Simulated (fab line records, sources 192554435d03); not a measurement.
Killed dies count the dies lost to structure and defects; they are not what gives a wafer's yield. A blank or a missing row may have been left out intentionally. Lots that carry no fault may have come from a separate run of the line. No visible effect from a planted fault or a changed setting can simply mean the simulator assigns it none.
Matching of chambers / flow n5Finfet / N5_WELL_APT_DESCUM_13 on rieDiel-04: 4 sister chambers
The step chemistry O2, time 7.9 s. 16 wafers are shown with their chamber, then 8 later ones without.

WAFERS WITH THEIR CHAMBER
wafer=L074.2; chamber=0; showerheadPlenumPTorr (Torr)=1.98; throttleValvePct (%)=20.56; oesProductAu (a.u.)=0.72
wafer=L074.5; chamber=3; showerheadPlenumPTorr (Torr)=2.20; throttleValvePct (%)=20.15; oesProductAu (a.u.)=0.80
wafer=L074.6; chamber=0; showerheadPlenumPTorr (Torr)=1.98; throttleValvePct (%)=20.55; oesProductAu (a.u.)=0.72
wafer=L075.2; chamber=1; showerheadPlenumPTorr (Torr)=2.12; throttleValvePct (%)=20.02; oesProductAu (a.u.)=0.88
wafer=L075.3; chamber=0; showerheadPlenumPTorr (Torr)=1.98; throttleValvePct (%)=20.56; oesProductAu (a.u.)=0.72
wafer=L075.4; chamber=2; showerheadPlenumPTorr (Torr)=2.18; throttleValvePct (%)=20.85; oesProductAu (a.u.)=0.76
wafer=L085.2; chamber=1; showerheadPlenumPTorr (Torr)=2.12; throttleValvePct (%)=20.05; oesProductAu (a.u.)=0.85
wafer=L085.3; chamber=3; showerheadPlenumPTorr (Torr)=2.19; throttleValvePct (%)=20.19; oesProductAu (a.u.)=0.78
wafer=L085.6; chamber=0; showerheadPlenumPTorr (Torr)=1.97; throttleValvePct (%)=20.60; oesProductAu (a.u.)=0.70
wafer=L086.1; chamber=1; showerheadPlenumPTorr (Torr)=2.11; throttleValvePct (%)=20.05; oesProductAu (a.u.)=0.85
wafer=L086.4; chamber=3; showerheadPlenumPTorr (Torr)=2.19; throttleValvePct (%)=20.20; oesProductAu (a.u.)=0.78
wafer=L086.6; chamber=0; showerheadPlenumPTorr (Torr)=1.97; throttleValvePct (%)=20.60; oesProductAu (a.u.)=0.71
wafer=L088.2; chamber=0; showerheadPlenumPTorr (Torr)=1.97; throttleValvePct (%)=20.61; oesProductAu (a.u.)=0.69
wafer=L088.4; chamber=3; showerheadPlenumPTorr (Torr)=2.19; throttleValvePct (%)=20.21; oesProductAu (a.u.)=0.77
wafer=L088.5; chamber=3; showerheadPlenumPTorr (Torr)=2.19; throttleValvePct (%)=20.20; oesProductAu (a.u.)=0.77
wafer=L089.2; chamber=0; showerheadPlenumPTorr (Torr)=1.97; throttleValvePct (%)=20.60; oesProductAu (a.u.)=0.70

SIGNATURES, as means of the wafers listed above
reading=showerheadPlenumPTorr; chamber 0=1.9743; chamber 1=2.1167; chamber 2=2.1800; chamber 3=2.1920; scatter within a chamber=0.00515
reading=throttleValvePct; chamber 0=20.5829; chamber 1=20.0400; chamber 2=20.8500; chamber 3=20.1900; scatter within a chamber=0.0234
reading=oesProductAu; chamber 0=0.7086; chamber 1=0.8600; chamber 2=0.7600; chamber 3=0.7800; scatter within a chamber=0.0132
Rule: a wafer lies at a distance from a chamber equal to the root of the sum of squares, over the readings, of (its reading less the chamber's mean, divided by the reading's scatter). The wafer belongs to the nearest chamber; if the next one is less than 2 further off, it can't be placed. How the scatter is found: for the shown wafers, subtract from each reading the mean of its chamber, square and add these, divide the total by (wafers less chambers), then take the root.

WAFERS WITH NO CHAMBER GIVEN
wafer=L089.4; showerheadPlenumPTorr (Torr)=2.19; throttleValvePct (%)=20.22; oesProductAu (a.u.)=0.77
wafer=L089.5; showerheadPlenumPTorr (Torr)=2.11; throttleValvePct (%)=20.06; oesProductAu (a.u.)=0.84
wafer=L090.1; showerheadPlenumPTorr (Torr)=2.17; throttleValvePct (%)=20.90; oesProductAu (a.u.)=0.73
wafer=L090.4; showerheadPlenumPTorr (Torr)=1.97; throttleValvePct (%)=20.62; oesProductAu (a.u.)=0.70
wafer=L090.5; showerheadPlenumPTorr (Torr)=2.11; throttleValvePct (%)=20.04; oesProductAu (a.u.)=0.84
wafer=L093.1; showerheadPlenumPTorr (Torr)=2.18; throttleValvePct (%)=20.21; oesProductAu (a.u.)=0.76
wafer=L093.3; showerheadPlenumPTorr (Torr)=2.11; throttleValvePct (%)=20.07; oesProductAu (a.u.)=0.84
wafer=L093.5; showerheadPlenumPTorr (Torr)=2.17; throttleValvePct (%)=20.92; oesProductAu (a.u.)=0.72

CHAMBER TAKEN BY EACH
wafer=L089.4; from the rows above=3; in truth=3
wafer=L089.5; from the rows above=1; in truth=1
wafer=L090.1; from the rows above=2; in truth=2
wafer=L090.4; from the rows above=0; in truth=0
wafer=L090.5; from the rows above=1; in truth=1
wafer=L093.1; from the rows above=3; in truth=3
wafer=L093.3; from the rows above=1; in truth=1
wafer=L093.5; from the rows above=2; in truth=2
Correctly placed: 8 of 8. Can't be placed from these rows: 0. Placed wrongly: 0.
